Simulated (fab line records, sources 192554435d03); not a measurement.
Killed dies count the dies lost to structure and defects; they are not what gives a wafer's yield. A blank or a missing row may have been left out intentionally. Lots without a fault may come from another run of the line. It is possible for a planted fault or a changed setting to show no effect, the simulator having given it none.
Matching of chambers | flow n5-finfet | N5_SDB_HM_OPEN_20 on rie-diel-02: 4 sister chambers
The step chemistry CH3F/O2, target SiNx, stops on poly-Si, target depth 24 nm. 18 wafers are shown with their chamber, then 9 later ones without.

== WAFERS, EACH WITH ITS CHAMBER ==
wafer  | chamber | throttle-valve-pct (%) | showerhead-plenum-p-Torr (Torr) | rf-vpp-V (V)
L074.2 | 3       | 16.29                  | 2.06                            | 296
L074.3 | 1       | 16.70                  | 2.09                            | 299
L074.5 | 2       | 15.82                  | 2.04                            | 311
L075.2 | 1       | 16.70                  | 2.09                            | 298
L075.4 | 3       | 16.27                  | 2.06                            | 295
L075.6 | 3       | 16.29                  | 2.06                            | 296
L076.3 | 2       | 15.82                  | 2.03                            | 311
L076.4 | 0       | 16.01                  | 2.04                            | 301
L076.6 | 2       | 15.82                  | 2.03                            | 311
L080.4 | 2       | 15.85                  | 2.03                            | 312
L080.5 | 1       | 16.72                  | 2.08                            | 297
L080.6 | 0       | 16.06                  | 2.04                            | 301
L081.2 | 2       | 15.85                  | 2.03                            | 313
L081.3 | 0       | 16.05                  | 2.04                            | 298
L081.4 | 0       | 16.05                  | 2.04                            | 302
L082.3 | 0       | 16.09                  | 2.04                            | 300
L082.4 | 0       | 16.06                  | 2.04                            | 300
L082.6 | 2       | 15.85                  | 2.03                            | 312

SIGNATURES (means of the wafers above)
reading                  | chamber 0 | chamber 1 | chamber 2 | chamber 3 | scatter within a chamber
throttle-valve-pct       | 16.0533   | 16.7067   | 15.8350   | 16.2833   | 0.0193
showerhead-plenum-p-Torr | 2.0400    | 2.0867    | 2.0317    | 2.0600    | 0.00327
rf-vpp-V                 | 300.33    | 298.00    | 311.67    | 295.67    | 1.05
Rule: for a wafer and a chamber, the distance is found by dividing, reading by reading, the gap between the wafer's reading and the chamber's mean by the reading's scatter, squaring, summing and taking the root. The wafer belongs to the nearest chamber; if the next one is less than 2 further off, it can't be placed. The scatter is the square root of a quotient: the sum, over the shown wafers, of each reading's squared deviation from its chamber's mean, divided by wafers minus chambers.

== WAFERS WHOSE CHAMBER IS MISSING ==
wafer  | throttle-valve-pct (%) | showerhead-plenum-p-Torr (Torr) | rf-vpp-V (V)
L084.2 | 15.86                  | 2.06                            | 295
L084.3 | 16.74                  | 2.08                            | 297
L084.6 | 15.86                  | 2.03                            | 313
L092.2 | 16.10                  | 2.03                            | 300
L092.3 | 15.88                  | 2.05                            | 295
L092.6 | 16.79                  | 2.07                            | 297
L093.2 | 16.81                  | 2.07                            | 296
L093.5 | 16.11                  | 2.03                            | 301
L093.6 | 15.92                  | 2.05                            | 295

== WHICH CHAMBER EACH WENT THROUGH ==
wafer  | from the rows above | in truth
L084.2 | 0                   | 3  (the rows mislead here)
L084.3 | 1                   | 1
L084.6 | 2                   | 2
L092.2 | 0                   | 0
L092.3 | 0                   | 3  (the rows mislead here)
L092.6 | 1                   | 1
L093.2 | 1                   | 1
L093.5 | 0                   | 0
L093.6 | 0                   | 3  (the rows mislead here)
Correct placement for 6 of the 9. From these rows, 0 cannot be placed. Number placed wrongly: 3.
